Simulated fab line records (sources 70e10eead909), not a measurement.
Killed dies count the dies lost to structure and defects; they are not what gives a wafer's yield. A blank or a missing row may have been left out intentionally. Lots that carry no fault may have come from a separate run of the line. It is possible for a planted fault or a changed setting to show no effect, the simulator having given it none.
fab line records ; flow nand-harc
record lots=6; wafers=16; last-day=24
route steps=1159 shown A_CONTACT@930 END@1159
lots with no fault: from the same line, run without faults
start-h: start of the lot's first displayed wafer, in hours after the record's first day ; wait-h: how many hours have passed since the lot's step before this one ; " as in the row above ; L1.1+2: a row that stands for several wafers ; - no value present, or no start provided ; * or withheld: withheld ; < > ~ a bound
route shown NAME@n: NAME is a module with steps in the file, n the number in the route of the first one ; usual: mean/standard deviation of fault-free wafers ; same: alike in all rows ; chamber/n: place in a boat ; sites: each site's reading ; _std_site: their standard deviation ; _edge_site: mean of outer sites minus mean of inner sites ; radius-mm: how far each site lies from the wafer's centre ; mask NAME#n: copy n ; behind: the tool/chamber that last shaped the wafer ; hold: the reason the lot was held/the length of the hold in hours/how it ended ; device: which transistor (n, p or np) failed to switch ; end of line: the same wafers' tests at the end of the route ; a step given without rows: its recipe and nothing more ; killed: at the first sort, the dies lost to defects and structure; wafer yield is something else ; map: a wafer's dies, marking killed ones x, the rest . and places with no die _
set.NAME: the run value of the setting; set.NAME@STEP: its run value at that earlier step ; model.NAME: the simulator's own value behind a step, which no gauge read
certain route steps with their lots: each step a table, each wafer a row
services: from which hour (start-h, from the record's first day; less than 0 if before it) a tool's chamber was out of use, for how many hours, and why
## steps
# step NHARC_A_CONTACT_SOFTBAKE_03
# recipe temp-c=105; time-s=55
# step NHARC_A_CONTACT_EBR_04
# step NHARC_A_CONTACT_EXPOSE_05
# recipe na=1.35; sigma-outer=0.8; dose-mj=84.24; mask-id=A_CC
# step NHARC_A_CONTACT_PEB_06
# recipe peb-temp-c=100; peb-time-s=65
# step NHARC_A_CONTACT_DEVELOP_07
# recipe develop-time-s=35; dev-temp-c=23
# step NHARC_A_CONTACT_CD_MEAS_08
# recipe target-cd-nm=100; landing-energy-ev=500
# usual cd-nm=100.0/0.49
lot.wafer;tool;chamber;start-h;wait-h;cd-nm
L184.1;cd-sem-02;0;382.58;-;100.2
L184.2;cd-sem-02;0;382.58;-;99.5
L184.3;cd-sem-02;0;382.58;-;100.1
L190.1;cd-sem-01;0;430.09;-;100.0
L190.2;cd-sem-01;0;430.09;-;99.9
L192.2;cd-sem-03;0;442.94;-;99.7
L192.5;cd-sem-03;0;442.94;-;98.8
L202.1;cd-sem-01;0;499.57;-;100.0
L202.2;cd-sem-01;0;499.57;-;100.6
L202.4;cd-sem-01;0;499.57;-;100.6
L203.3;cd-sem-01;0;502.73;-;99.7
L203.4;cd-sem-01;0;502.73;-;100.6
L203.5;cd-sem-01;0;502.73;-;100.0
L204.1;cd-sem-03;0;508.52;-;99.8
L204.2;cd-sem-03;0;508.52;-;100.0
L204.4;cd-sem-03;0;508.52;-;99.3
# step NHARC_A_CONTACT_OVL_MEAS_09
# usual overlay-x-nm=0.2/0.77; overlay-y-nm=0.3/0.66
lot.wafer;tool;chamber;start-h;wait-h;overlay-x-nm;overlay-y-nm
L184.1;overlay-01;-;382.67;-;-0.6;-0.7
L184.2;overlay-01;-;382.67;-;-0.3;-0.5
L184.3;overlay-01;-;382.67;-;0.5;-0.3
L190.1;overlay-01;-;430.17;-;0.2;-0.6
L190.2;overlay-01;-;430.17;-;0.4;-0.7
L192.2;overlay-02;-;443.03;-;0.8;0.1
L192.5;overlay-02;-;443.03;-;1.2;0.1
L202.1;overlay-01;-;499.66;-;0.0;0.5
L202.2;overlay-01;-;499.66;-;0.3;0.7
L202.4;overlay-01;-;499.66;-;0.6;0.2
L203.3;overlay-02;-;502.81;-;-1.1;0.5
L203.4;overlay-02;-;502.81;-;-0.6;0.0
L203.5;overlay-02;-;502.81;-;-0.6;0.2
L204.1;overlay-02;-;508.61;-;1.6;0.1
L204.2;overlay-02;-;508.61;-;1.3;-0.2
L204.4;overlay-02;-;508.61;-;1.7;0.6
# step NHARC_A_CONTACT_INSPECT_10
# usual raw-defect-count=31/17
lot.wafer;tool;chamber;start-h;wait-h;raw-defect-count
L184.1;defect-inspect-02;-;382.71;0.0;14
L184.2;defect-inspect-02;-;382.71;0.0;15
L184.3;defect-inspect-02;-;382.71;0.0;13
L190.1;defect-inspect-02;-;430.21;0.0;18
L190.2;defect-inspect-02;-;430.21;0.0;26
L192.2;defect-inspect-02;-;443.08;0.1;13
L192.5;defect-inspect-02;-;443.08;0.1;4
L202.1;defect-inspect-02;-;499.69;0.0;59
L202.2;defect-inspect-02;-;499.69;0.0;63
L202.4;defect-inspect-02;-;499.69;0.0;59
L203.3;defect-inspect-02;-;502.85;0.0;42
L203.4;defect-inspect-02;-;502.85;0.0;68
L203.5;defect-inspect-02;-;502.85;0.0;61
L204.1;defect-inspect-01;-;508.64;0.0;40
L204.2;defect-inspect-01;-;508.64;0.0;37
L204.4;defect-inspect-01;-;508.64;0.0;35
# step NHARC_A_CONTACT_DESCUM_13
# recipe time-s=3; o2-flow-sccm=200; ar-flow-sccm=0; bias-power-w=0; chemistry=O2
# usual drypump-motor-current-A=5.8/0.31; oes-product-au=0.998/0.0094; rf-vpp-V=57.7/0.95; showerhead-plenum-p-Torr=1.90/0.1; throttle-valve-pct=11.310/0.0095
# same bias-power-w=0; time-s=3
lot.wafer;tool;chamber;start-h;wait-h;drypump-motor-current-A;oes-product-au;rf-hours-counter-h;rf-vpp-V;showerhead-plenum-p-Torr;throttle-valve-pct
L184.1;rie-diel-02;1;382.78;0.1;5.1;1.003;17;59.1;2.07;11.310
L184.2;rie-diel-02;2;382.78;0.1;5.7;1.013;16;57.1;1.85;11.316
L184.3;rie-diel-02;3;382.78;0.1;6.5;1.001;15;58.9;2.07;11.298
L190.1;rie-diel-09;2;430.29;0.1;6.0;0.978;31;57.0;1.76;11.298
L190.2;rie-diel-09;3;430.29;0.1;6.1;1.016;34;57.9;1.94;11.316
L192.2;rie-diel-09;3;443.16;0.1;6.1;0.992;0;58.4;1.94;11.300
L192.5;rie-diel-09;1;443.16;0.1;5.5;0.980;-;58.6;1.80;11.314
L202.1;rie-diel-03;1;499.76;0.1;5.6;0.986;39;58.1;1.90;11.301
L202.4;rie-diel-03;2;499.76;0.1;5.9;1.000;38;57.2;1.97;11.322
L202.2;rie-diel-03;3;499.76;0.1;5.7;1.002;37;58.9;1.81;11.329
L203.3;rie-diel-09;2;502.91;0.1;6.0;0.999;11;60.0;2.07;11.309
L203.4;rie-diel-09;1;502.91;0.1;5.4;1.000;12;58.3;1.80;11.314
L203.5;rie-diel-09;2;502.91;0.1;6.0;0.991;-;58.1;2.07;11.311
L204.1;rie-diel-09;0;508.70;0.1;5.7;1.001;13;56.5;1.81;11.305
L204.4;rie-diel-09;1;508.70;0.1;5.5;0.995;13;55.7;1.80;11.324
L204.2;rie-diel-09;2;508.70;0.1;6.0;1.004;12;57.3;2.07;11.319
# step NHARC_A_CONTACT_ETCH_88
# recipe target-depth-a=390; over-etch-frac=0.3; time-s=65; ion-energy-ev=80; cf4-flow-sccm=150; ar-flow-sccm=0; rf-w=300; bias-w=100; chemistry=CF4
# usual drypump-motor-current-A=5.8/0.31; oes-product-au=1.000/0.0094; rf-vpp-V=151.1/1.5; run-length-s=86.4/0.36; showerhead-plenum-p-Torr=1.76/0.09; throttle-valve-pct=13.284/0.0097
# same time-s=65
lot.wafer;tool;chamber;start-h;wait-h;drypump-motor-current-A;oes-product-au;rf-hours-counter-h;rf-vpp-V;run-length-s;showerhead-plenum-p-Torr;throttle-valve-pct
L184.1;rie-diel-02;1;382.85;0.1;5.1;1.003;17;153.0;86.1;1.90;13.308
L184.2;rie-diel-02;2;382.85;0.1;5.7;1.012;16;149.8;86.3;1.71;13.296
L184.3;rie-diel-02;0;382.85;0.1;6.3;0.981;15;150.3;86.4;1.71;13.291
L190.2;rie-diel-09;0;430.37;0.1;5.8;0.995;31;150.3;86.4;1.68;13.277
L190.1;rie-diel-09;1;430.37;0.1;5.5;1.002;29;149.9;86.6;1.67;13.269
L192.2;rie-diel-09;1;443.23;0.1;5.5;0.996;0;149.6;86.0;1.67;13.286
L192.5;rie-diel-09;2;443.23;0.1;6.0;0.995;-;151.9;86.8;1.91;13.294
L202.4;rie-diel-03;0;499.84;0.1;5.9;0.995;37;152.2;85.8;1.75;13.293
L202.1;rie-diel-03;1;499.84;0.1;5.6;0.999;39;151.3;85.9;1.76;13.284
L202.2;rie-diel-03;2;499.84;0.1;5.9;1.008;38;150.9;86.7;1.81;13.270
L203.3;rie-diel-09;3;502.99;0.1;6.1;1.013;11;149.6;87.2;1.79;13.280
L203.4;rie-diel-09;0;502.99;0.1;5.8;1.000;12;150.9;86.0;1.68;13.284
L203.5;rie-diel-09;0;502.99;0.1;5.8;0.991;-;150.4;86.0;1.68;13.284
L204.4;rie-diel-09;3;508.82;0.1;6.1;0.999;12;151.5;86.7;1.79;13.261
L204.1;rie-diel-09;0;508.82;0.1;5.8;0.994;13;149.0;86.1;1.68;13.289
L204.2;rie-diel-09;1;508.82;0.1;5.5;0.994;13;149.1;86.3;1.67;13.289
# step NHARC_A_CONTACT_ETCH_89
# recipe target-depth-a=2600; over-etch-frac=0.3; time-s=475.3; ion-energy-ev=200; n2-flow-sccm=150; h2-flow-sccm=150; ar-flow-sccm=0; rf-w=400; bias-w=150; chemistry=N2/H2
# usual drypump-motor-current-A=5.9/0.31; oes-product-au=1.000/0.0079; rf-vpp-V=430/3.2; run-length-s=496.7/0.36; showerhead-plenum-p-Torr=2.02/0.11; throttle-valve-pct=14.171/0.0091
# same time-s=475.3
lot.wafer;tool;chamber;start-h;wait-h;drypump-motor-current-A;oes-product-au;rf-hours-counter-h;rf-vpp-V;run-length-s;showerhead-plenum-p-Torr;throttle-valve-pct
L184.2;rie-diel-02;1;-;-;5.1;1.001;17;436;496.4;2.21;14.162
L184.1;rie-diel-02;2;-;-;5.7;1.017;16;428;496.4;1.97;14.193
L184.3;rie-diel-02;3;-;-;6.5;0.997;15;436;497.3;2.21;14.166
L190.1;rie-diel-09;3;-;-;6.1;1.009;34;430;497.1;2.07;14.175
L190.2;rie-diel-09;0;-;-;5.8;0.993;31;429;496.5;1.93;14.159
L192.2;rie-diel-09;1;-;-;5.5;1.006;0;427;496.6;1.92;14.183
L192.5;rie-diel-09;1;-;-;5.5;1.004;-;426;496.7;1.92;14.183
L202.1;rie-diel-03;1;-;-;5.7;0.997;39;430;496.5;2.03;14.171
L202.2;rie-diel-03;2;-;-;5.9;1.000;38;433;496.6;2.10;14.170
L202.4;rie-diel-03;3;-;-;5.7;1.006;37;428;496.0;1.92;14.158
L203.4;rie-diel-09;3;-;-;6.1;1.011;11;431;496.9;2.06;14.168
L203.3;rie-diel-09;2;-;-;6.0;1.003;11;435;496.6;2.21;14.177
L203.5;rie-diel-09;0;-;-;5.8;1.002;-;428;496.8;1.92;14.173
L204.1;rie-diel-09;0;-;-;5.8;0.996;13;428;496.7;1.92;14.153
L204.4;rie-diel-09;1;-;-;5.5;0.993;13;427;496.8;1.91;14.183
L204.2;rie-diel-09;2;-;-;6.0;0.987;12;435;497.1;2.21;14.176
# step NHARC_A_CONTACT_ETCH_30
# recipe target-depth-a=605; time-s=30.2; cf4-flow-sccm=100; chf3-flow-sccm=30; ar-flow-sccm=0; rf-w=500; bias-w=200; chemistry=CF4/CHF3
# usual drypump-motor-current-A=5.8/0.31; oes-product-au=0.943/0.023; rf-vpp-V=370.0/2.6; run-length-s=51.6/0.39; showerhead-plenum-p-Torr=1.56/0.078; throttle-valve-pct=16.802/0.0095
# same time-s=30.2
lot.wafer;tool;chamber;start-h;wait-h;drypump-motor-current-A;oes-product-au;rf-hours-counter-h;rf-vpp-V;run-length-s;showerhead-plenum-p-Torr;throttle-valve-pct
L184.3;rie-diel-02;3;-;-;6.5;0.977;15;375.2;52.3;1.70;16.804
L184.2;rie-diel-02;0;-;-;6.3;0.952;16;369.1;51.9;1.52;16.793
L184.1;rie-diel-02;1;-;-;5.1;0.957;17;373.5;51.2;1.70;16.805
L190.2;rie-diel-09;1;-;-;5.5;0.943;29;368.9;52.0;1.49;16.818
L190.1;rie-diel-09;0;-;-;5.8;0.924;32;368.6;52.1;1.49;16.791
L192.2;rie-diel-09;2;-;-;6.0;0.948;0;374.3;51.4;1.70;16.787
L192.5;rie-diel-09;0;-;-;5.8;0.976;-;367.2;51.8;1.49;16.798
L202.4;rie-diel-03;1;-;-;5.6;0.909;40;370.9;51.2;1.57;16.792
L202.2;rie-diel-03;2;-;-;5.9;0.924;38;371.4;51.5;1.61;16.804
L202.1;rie-diel-03;0;-;-;5.9;0.923;37;370.3;51.4;1.55;16.789
L203.3;rie-diel-09;3;-;-;6.1;0.927;11;371.0;51.9;1.59;16.803
L203.4;rie-diel-09;2;-;-;6.0;0.936;11;373.6;51.4;1.70;16.797
L203.5;rie-diel-09;0;-;-;5.8;0.921;-;368.8;51.4;1.49;16.807
L204.1;rie-diel-09;2;-;-;6.0;0.944;12;375.6;51.8;1.70;16.800
L204.4;rie-diel-09;3;-;-;6.1;0.950;13;371.1;52.3;1.59;16.833
L204.2;rie-diel-09;1;-;-;5.5;0.942;13;366.1;51.5;1.48;16.789
# step NHARC_A_CONTACT_ETCH_31
# recipe target-depth-a=20000; over-etch-frac=0.3; time-s=520; ion-energy-ev=150; o2-flow-sccm=400; cos-flow-sccm=20; ar-flow-sccm=0; rf-w=500; bias-w=300; chemistry=O2/COS
# usual drypump-motor-current-A=5.9/0.31; oes-product-au=0.999/0.0086; rf-vpp-V=313.6/2.2; run-length-s=541.4/0.37; showerhead-plenum-p-Torr=3.09/0.15; throttle-valve-pct=28.330/0.0099
lot.wafer;tool;chamber;start-h;wait-h;drypump-motor-current-A;oes-product-au;rf-hours-counter-h;rf-vpp-V;run-length-s;showerhead-plenum-p-Torr;throttle-valve-pct
L184.3;rie-diel-02;2;383.36;-;5.6;1.028;16;313.2;541.0;3.03;28.326
L184.2;rie-diel-02;3;383.36;-;6.5;1.002;15;318.3;541.7;3.36;28.331
L184.1;rie-diel-02;1;383.36;-;5.1;1.002;17;318.2;541.0;3.36;28.335
L190.1;rie-diel-09;1;430.99;-;5.5;0.997;29;311.6;541.1;2.95;28.346
L190.2;rie-diel-09;2;430.99;-;6.0;0.982;31;311.8;402.8;2.89;28.320
L192.2;rie-diel-09;3;443.74;-;6.1;0.993;0;314.9;402.7;3.16;28.339
L192.5;rie-diel-09;3;443.74;-;6.1;1.002;-;314.9;541.6;3.16;28.330
L202.1;rie-diel-03;2;500.35;-;5.9;1.008;38;314.7;541.4;3.20;28.332
L202.4;rie-diel-03;0;500.35;-;5.9;0.999;37;313.8;540.7;3.08;28.333
L202.2;rie-diel-03;1;500.35;-;5.7;0.991;40;313.8;541.2;3.11;28.317
L203.4;rie-diel-09;3;503.54;-;6.1;1.012;11;316.3;542.0;3.15;28.323
L203.3;rie-diel-09;0;503.54;-;5.8;0.997;12;313.0;541.2;2.96;28.324
L203.5;rie-diel-09;3;503.54;-;6.1;1.005;-;314.4;542.3;3.15;28.336
L204.4;rie-diel-09;2;509.32;-;6.1;0.994;12;317.8;541.6;3.37;28.328
L204.2;rie-diel-09;3;509.32;-;6.1;0.999;13;314.1;541.6;3.15;28.321
L204.1;rie-diel-09;0;509.32;-;5.8;1.004;13;311.3;541.1;2.96;28.329
# step NHARC_A_CONTACT_ETCH_134
# recipe source-w=withheld; pressure-mtorr=20; bias-v=withheld; time-s=140; target-depth-a=7000; ar-flow-sccm=withheld; c4f8-flow-sccm=withheld; o2-flow-sccm=withheld; chemistry=C4F8/O2/Ar
# usual run-length-s=141.2/0.51
# same time-s=140
lot.wafer;tool;chamber;start-h;wait-h;rf-hours-counter-h;run-length-s
L184.2;har-cap-etch-01;0;383.76;-;58;140.6
L184.1;har-cap-etch-01;1;383.76;-;58;140.5
L184.3;har-cap-etch-01;1;383.76;-;-;140.9
L190.2;har-cap-etch-01;0;431.35;-;66;141.3
L190.1;har-cap-etch-01;1;431.35;-;66;140.4
L192.2;har-cap-etch-02;1;444.17;-;20;141.4
L192.5;har-cap-etch-02;0;444.17;-;-;140.9
L202.1;har-cap-etch-02;1;500.74;-;30;142.3
L202.2;har-cap-etch-02;0;500.74;-;30;141.2
L202.4;har-cap-etch-02;1;500.74;-;-;141.5
L203.3;har-cap-etch-01;1;503.97;-;-;140.5
L203.4;har-cap-etch-01;0;503.97;-;-;140.6
L203.5;har-cap-etch-01;1;503.97;-;-;140.5
L204.1;har-cap-etch-02;0;509.72;-;31;141.2
L204.2;har-cap-etch-02;1;509.72;-;31;141.6
L204.4;har-cap-etch-02;0;509.72;-;-;141.1
# step NHARC_END_SORT_01
# recipe temp-c=25
# usual killed-at-array=28/11; killed-at-other=0.5/0.85; killed-at-periphery=2.7/1.9; killed-dies=32/12; killed-open=3.3/1.6; killed-short=2.1/1.5
# same gross-dies=677
lot.wafer;tool;chamber;start-h;wait-h;killed-at-array;killed-at-other;killed-at-periphery;killed-dies;killed-open;killed-short
L190.2;prober-02;0;483.17;2.8;667;1;1;669;6;0
L192.2;prober-02;0;494.06;2.8;662;1;4;667;3;4
L192.5;prober-02;0;496.47;3.7;16;0;3;19;4;3
L202.1;prober-02;0;571.73;2.5;45;0;2;47;3;4
L202.2;prober-02;0;572.54;2.8;43;0;2;45;2;2
L202.4;prober-02;0;574.16;3.4;45;0;2;47;3;5
# killed by level:class
L190.2 A_CONTACT:area-etch=646 A_CHANNEL_HOLE_D1:chamber-film-flake=10 A_STAIRCASE:chamber-film-flake=4 P_GATE:geometric-particle:open=1 A_SOURCE_PLATE:geometric-particle:open=1 A_CHANNEL_FILL_D1:geometric-particle:open=1 A_SGD_CUT:geometric-particle:open=1 A_CONTACT:geometric-particle:open=1
L192.2 A_CONTACT:area-etch=641 A_CONTACT:chamber-film-flake=4 P_GATE:chamber-film-flake=3 A_CHANNEL_HOLE_D1:chamber-film-flake=3 A_STAIRCASE:chamber-film-flake=3 A_SOURCE_PLATE:geometric-particle:short=2 A_WL_FILL:geometric-particle:short=2 A_WL_FILL:geometric-particle:open=2
L192.5 A_CONTACT:chamber-film-flake=6 A_BONDPAD:chamber-film-flake=3 P_CONTACT:geometric-particle:open=2 A_WL_FILL:geometric-particle:short=2 A_CHANNEL_HOLE_D1:chamber-film-flake=2 P_GATE:geometric-particle:short=1 A_SOURCE_PLATE:geometric-particle:open=1 A_WL_FILL:geometric-particle:open=1
L202.1 A_CHANNEL_HOLE_D1:chamber-film-flake=16 A_SLIT:chamber-film-flake=15 A_CONTACT:chamber-film-flake=4 A_WL_FILL:geometric-particle:short=3 A_STAIRCASE:chamber-film-flake=3 P_ZERO_WELL:chamber-film-flake=2 A_ONON_D1:geometric-particle:open=1 A_CHANNEL_HOLE_D1:geometric-particle:short=1
L202.2 A_SLIT:chamber-film-flake=21 A_CHANNEL_HOLE_D1:chamber-film-flake=13 A_STAIRCASE:chamber-film-flake=3 A_CONTACT:chamber-film-flake=3 P_CONTACT:geometric-particle:open=1 A_ONON_D1:geometric-particle:short=1 A_CHANNEL_FILL_D1:geometric-particle:short=1 A_CONTACT:geometric-particle:open=1
L202.4 A_CHANNEL_HOLE_D1:chamber-film-flake=20 A_SLIT:chamber-film-flake=13 A_WL_FILL:geometric-particle:short=3 A_STAIRCASE:chamber-film-flake=3 A_CONTACT:chamber-film-flake=2 P_STI:geometric-particle:short=1 P_M1:geometric-particle:open=1 A_SGD_CUT:geometric-particle:short=1
# map L190.2 (x killed, . not)
____________x____________
_________xxx.xx._________
_______xxxxxxxxxxx_______
______xxxxxxxxxxxxx______
_____x.xxxxxxxxxxxxx_____
____xxxxxxxxxxxxxxxxx____
____xxxxxxxxxxxxxxxxx____
___xxxxxxxxxxxxxxxxxxx___
___xxxxxxxxxxxxxxxxxxx___
__xxxxxxxxxxxxxxxxx.xxx__
__xxxxxxxxxxxxxxxxx.xxx__
_xxxxxxxxxxxxxxxxxxxxxxx_
_xxxxxxxxxxxxxxxxxxxxxxx_
_xxxxxxxxxxxxxxxxxxxxxxx_
_xxxxxxxxxxxxxxxxxxxxxxx_
_xxxxxxxxxxxxxxxxxxxxxxx_
xxxxxxxxxxxxxxxxxxxxxxxxx
xxxxxxxxxxxxxxxxxxxxxxxxx
xxxxxxxxxxxxxxxxxxxxxxxxx
xxxxxxxxxxxxxxxxxxxxxxxxx
xxxxxxxxxxxxxxxxxxxxxxxxx
_x.xxxxxxxxxxxxxxxxxxxxx_
_xxxxxxxxxxxxxxxxxxxxxxx_
_xxxxxxxxxxxxxxxxxxxxxxx_
_xxxxxxxxxxxxxxxxxxxxxxx_
_xxxxxxxxxxxxxxxxxxxxxxx_
__xxxxxxxxxxxxxxxxxxxxx__
__xxxxxxxxxxxxxxxxxxxxx__
___.xxxxxxxxxxxxxxxxxx___
___xxxxxxxxxxxxxxxxxxx___
____xxxxxxxxxxxxxxxxx____
____xxxxxxxxxxxxxxxxx____
_____xxxxxxxxxxxxxxx_____
______xxxxxxxxxxxxx______
_______x.xxxxxxxxx_______
_________xxxxxxx_________
____________x____________
# map L192.2 (x killed, . not)
____________.____________
_________xxxxxxx_________
_______xxxxxxxxxxx_______
______xxxxxxxxxxxx.______
_____xxxxxxxxxxxxxxx_____
____xxxxxxxxxxxxxxxxx____
____xxxxxxxxxxxxxxxx.____
___xxxxxxxxxxxxxxxxxxx___
___xxxxxxxxxxxxxxxxxx.___
__xxxxxxxxxxxxxxxxxxxxx__
__xxxxxxxxxxxxxxxxxxxxx__
_xxxxxxxxxxxxxxxxxxxxxx._
_xxxxxxxxxxxxxxxxxxxxxxx_
_xxxxxxxxxxxxxxxxxxxxxxx_
_xxxxxxxxxxxxxxxxxxxxxxx_
_xxxxxxxxxxxxxxxxxxxxxxx_
xxxxxxxxxxxxxxxxxxxxxxxxx
xxxxxxxxxxxxxxxxxxxxxxxxx
xxxxxxxxxxxxxxxxxxxxxxxxx
xxxxxxxxxxxxxxxxxxxxxxx.x
xxxxxxxxxxxxxxxxxxxxxxx.x
_xxxxxxxxxxxxxxxxxxxxx.x_
_xxxxxxxxxxxxxxxxxxxxxxx_
_xxxxxxxxxxxxxxxxxxxxxxx_
_xxxxxxxxxxxxxxxxxxxxxxx_
_xxxxxxxxxxxxxxxxxxxxxxx_
__xxxxxxxxxxxxxxxxxxxxx__
__xxxxxxxxxxxxxxxxxxxxx__
___xxxxxxxxxxxxxxxxxxx___
___xxxxxxxxxxxxxxxxxxx___
____xxxxxxxxxxxxxxxxx____
____xxxxxxxxxxxxxxxxx____
_____xxxxxxxxxxxxxxx_____
______xxxxxxxx.xxxx______
_______xxxxxxxxxxx_______
_________xxxxxx._________
____________x____________
## services
tool;chamber;start-h;hours;kind
rie-diel-09;0;361.42;-;clean
rie-diel-09;1;361.42;-;clean
rie-diel-09;2;361.42;-;clean
rie-diel-09;3;361.42;-;clean
rie-diel-03;1;362.93;8.5;repair
rie-diel-09;0;385.92;-;clean
rie-diel-09;1;385.92;-;clean
rie-diel-09;2;385.92;-;clean
rie-diel-09;3;385.92;-;clean
rie-diel-03;-;392.40;9.0;pm
rie-diel-09;0;410.74;-;clean
rie-diel-09;1;410.74;-;clean
rie-diel-09;2;410.74;-;clean
rie-diel-09;3;410.74;-;clean
rie-diel-09;1;416.14;3.3;repair
rie-diel-09;-;431.41;9.0;pm
rie-diel-09;0;431.41;9.0;vent-cycle
rie-diel-09;1;431.41;9.0;vent-cycle
rie-diel-09;2;431.41;9.0;vent-cycle
rie-diel-09;3;431.41;9.0;vent-cycle
rie-diel-09;0;440.41;-;clean
rie-diel-02;1;467.53;6.4;repair
rie-diel-03;0;486.63;5.8;repair
rie-diel-02;-;505.06;9.0;pm
## key
first-sign step=NHARC_A_CONTACT_ETCH_31; reading=run-length-s; direction=down; sigmas=99+; usual=*; struck=*
effect step=NHARC_END_SORT_01; reading=killed-at-array; direction=up; sigmas=56; usual=28; struck=664
more-kills-born-at NHARC_A_CONTACT_ETCH_31@rie-diel-09=1287
met-at NHARC_A_CONTACT_ETCH_31
struck-wafers L190.2,L192.2
later-rows-left-out L190.2,L192.2
tester-left-out L190,L192
fault kind=process-parameter-drift; tool=rie-diel-09; chamber=-; onset-h=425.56; steps=NHARC_A_CONTACT_ETCH_31; channel=time-s; offset=*; shape=step; end-h=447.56; scope=struck-wafers-only; acts-in=*; stated=*
# tester-left-out: of these lots the tester's yield and bins aren't shown, on N5 and GAA mostly nor the transistor test; their killed dies are dies lost to structure and defects alone, not to doping, threshold or leakage, so they don't give the yield
# later-rows-left-out: the simulator's readings of these wafers behind a module that went badly wrong aren't trusted and aren't shown, but for the sort
